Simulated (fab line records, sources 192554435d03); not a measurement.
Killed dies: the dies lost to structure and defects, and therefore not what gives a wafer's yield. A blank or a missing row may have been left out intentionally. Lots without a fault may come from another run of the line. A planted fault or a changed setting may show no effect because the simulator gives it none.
Comparing a struck lot with a sound one -- flow n5 finfet -- 39 out of 1938 route steps
Sound: these wafers, L910.2, L910.5, L910.6. Wafers L913.2, L913.3, L913.6 were the ones struck. The cause comes at the end.
At each step with rows: each side's tool, then ch and its chambers, then its first start. Under that, the readings that differ: sound wafers -- struck wafers -- difference of the means -- sigmas: that difference in standard deviations of wafers without a fault.
alike: words and numbers the same on both sides, and readings whose means are apart by under 2 such deviations; not compared: readings that were withheld, readings missing a value for some wafer, numbers with overlapping values and no deviation given by the record, and bounds like >300 which may hide the same value.
The two part at a step that has a row with sigmas, a row that says differs or no value, or rows on one side only. When numbers do not overlap yet have no deviation, they are printed without sigmas and do not part them. A reading missing from all wafers of one side parts the sides only when that side holds two or more wafers.

first, 11 steps without rows for these wafers: N5_BEOL_M4_STRIP_65 (strips in N2/H2); N5_BEOL_M4_STRIP_75 (strips in N2/H2); N5_BEOL_M4_STRIP_66 (strips in CF4); N5_BEOL_M4_HM_OPEN_17 (chemistry Cl2/BCl3, target TiN, target depth 20 nm, overetch 6 nm); N5_BEOL_M4_STRIP_19 (strips in O2); N5_BEOL_M4_COAT_67 (time 60 s, resist thk 60 nm); N5_BEOL_M4_COAT_68 (time 60 s, resist thk 12 nm); N5_BEOL_M4_COAT_76 (time 60 s, resist thk 5 nm); N5_BEOL_M4_COAT_22 (resist thk 30 nm); N5_BEOL_M4_EBR_24; N5_BEOL_M4_SOFTBAKE_23 (time 60 s).
N5_BEOL_M4_EXPOSE_25: exposes mask V3, defocus 5 nm.
  sound on euv scanner-01 ch 0, day 12 03:48; struck on euv scanner-02 ch 0, day 13 04:10
reading,sound,struck,difference,sigmas
model.BEOL_M4.overlay x nm (nm),0 0 0,11.4 11.4 11.4,+11.4,
  alike: mask
then, 2 steps without rows for these wafers: N5_BEOL_M4_PEB_26 (peb time 60 s); N5_BEOL_M4_DEVELOP_27 (develop time 30 s).
N5_BEOL_M4_OVL_MEAS_29:
  sound on overlay-02 ch 0, day 12 03:58; struck on overlay-02 ch 0, day 13 04:20
reading,sound,struck,difference,sigmas
V3_OVL (nm),0.0 -0.2 0.5,11.9 11.1 12.1,+11.6,+18
then, 22 steps without rows for these wafers: N5_BEOL_M4_DESCUM_33 (chemistry O2, time 7 s); N5_BEOL_M4_ETCH_77 (etches underlayer in N2/H2, target depth 6.5 nm, time 5.2 s); N5_BEOL_M4_ETCH_69 (etches SiARC in CF4, target depth 15.6 nm, time 26 s); N5_BEOL_M4_ALD_98 (deposits SiO2, target thk 2.5 nm, pulse time 1 s, co reactant pulse time 1 s); N5_BEOL_M4_ETCHBACK_99 (etches SiO2 in CHF3, target depth 5 nm, time 10.4 s); N5_BEOL_M4_ETCH_70 (etches SOC in N2/H2, target depth 80 nm, overetch 24 nm, time 130 s); N5_BEOL_M4_STRIP_71 (strips in N2/H2); N5_BEOL_M4_STRIP_78 (strips in N2/H2); N5_BEOL_M4_VIA_ETCH_34 (etches the open film in C4F6/O2, target depth 69.4 nm, time 65.9 s); N5_BEOL_M4_STRIP_83 (strips in C4F6/O2); N5_BEOL_M4_STRIP_36 (strips in N2/H2); N5_BEOL_M4_TRENCH_ETCH_37 (etches SiOC in C4F6/O2, target depth 55.555 nm, time 29.2 s); N5_BEOL_M4_ETCH_41 (etches SiCN in CH3F/O2, target depth 29.9 nm, time 52.5 s); N5_BEOL_M4_STRIP_97 (strips in N2/H2, time 10 s); N5_BEOL_M4_HM_STRIP_39 (strips TiN in peroxide tin strip, target depth 25 nm, time 158 s); N5_BEOL_M4_SRD_40 (time 30 s); N5_BEOL_M4_PRECLEAN_42 (cleans in residue remover, time 60 s); N5_BEOL_M4_SRD_43 (time 30 s); N5_BEOL_M4_DEGAS_44 (time 60 s); N5_BEOL_M4_PRE_CLEAN_45 (time 30 s); N5_BEOL_M4_ALD_84 (deposits TaN, pulse time 2 s, purge time 3 s, co reactant purge time 2 s); N5_BEOL_M4_SURFACE_TREAT_85.
N5_BEOL_M4_RC_MEAS_101:
  sound on prober-01 ch 0, day 12 11:35; struck on prober-01 ch 0, day 13 20:19
  alike: DIBL_N, DIBL_P, IOFF_N, IOFF_P, ION_N, ION_P, SS_N, SS_P, VT_N, VT_P
-- record jumps: 4 days separate the struck wafers' starts on either side; left off in module BEOL_M4, taken up again in module PASSIVATION, whose first shown step is the route's number 1936 --
N5_PASSIVATION_PROBE_49:
  rows exist in the record for the struck wafers here (prober-01, day 18 00:28), but not for the sound ones

## WHERE THEY PART
Last at N5_PASSIVATION_PROBE_49 as far as this record goes, first at N5_BEOL_M4_OVL_MEAS_29.

WHY: what the simulator had put in
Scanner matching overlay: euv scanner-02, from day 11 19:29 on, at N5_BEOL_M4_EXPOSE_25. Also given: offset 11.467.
